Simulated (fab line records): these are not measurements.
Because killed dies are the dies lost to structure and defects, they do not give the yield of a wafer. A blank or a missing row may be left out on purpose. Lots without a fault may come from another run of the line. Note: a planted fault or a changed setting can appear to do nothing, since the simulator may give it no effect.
Problem report, 8D (eight disciplines) form, completed by code + flow nand_harc + the parts of the form that need people (team, actions taken, sign-off) are left out

1. THE ISSUE
Mean of killed_at_periphery at NHARC_END_SORT_01: 70.7 across 3 wafers in 3 lots; on wafers with no fault it is 3.4 (standard deviation 2.4). Measured from the usual mean, that is +28 standard deviations.
Seen first at day 28 07:05 on prober-01, wafer L621.4. The record has a number at this step for 3 wafers belonging to 3 lots. By rule, "out" or "out of limits" means more than 4 standard deviations away from the usual mean. All remaining wafers that have a number are taken as sound.

2. WHAT IT IS, WHAT IT ISN'T
| question                    | is                     | is not                                                      |
|-----------------------------|------------------------|-------------------------------------------------------------|
| which readings at this step | killed_at_periphery    | killed_at_array, killed_at_other, killed_open, killed_short |
| which lots                  | L620, L621, L622       | -                                                           |
| which wafers of those lots  | all that have a number | -                                                           |
| read on which gauges        | prober-01, prober-02   | -                                                           |
| when                        | from day 28 07:05      | up to then (0 sound wafers)                                 |

3. SUSPECTS, AND WHAT RULES EACH OUT
Counting: a tool at a process step up to the reading stays a suspect if it ran every lot that is out and no sound lot after the first of them.
- the gauge at NHARC_END_SORT_01: ruled out. The wafers that are out were read on 2 gauges (prober-01, prober-02).
- hdpcvd-01 at NHARC_P_STI_HDPCVD_20 (deposits SiO2): kept. It ran every lot that is out, first L620 (day 6 03:50), and no sound lot after that.
The count leaves hdpcvd-01 at NHARC_P_STI_HDPCVD_20.

4. THE CAUSE (what the simulator had put in)
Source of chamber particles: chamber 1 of hdpcvd-01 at NHARC_P_STI_HDPCVD_20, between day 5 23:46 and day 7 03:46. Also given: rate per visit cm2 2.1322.
Counting left only this tool.

5. THE CHAIN OF EFFECTS, in route order
Each row: a reading where the mean over the struck wafers with a number is more than 3 standard deviations away from the usual. Only readings for which the record gives a usual standard deviation are gone through. hours: the time from each lot's start at the first step in this table that gives one to its start at this step, as a median over the lots. sigmas: the change in usual standard deviations.
| hours | step              | reading             | usual | on struck wafers | change | sigmas |
|-------|-------------------|---------------------|-------|------------------|--------|--------|
| 0     | NHARC_END_SORT_01 | killed_at_periphery | 3.4   | 70.7             | +67.3  | +28    |

6. WHAT WOULD HAVE CAUGHT IT SOONER
The first out-of-limits reading at a measuring or inspecting step in this record came at day 28 07:05, 535 hours after the fault's start at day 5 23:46.
By day 28 07:05 the whole set of lots that are out, 3 in number, had already begun NHARC_P_STI_HDPCVD_20 on hdpcvd-01. Had the tool been put on hold then, not one of them would have been saved.
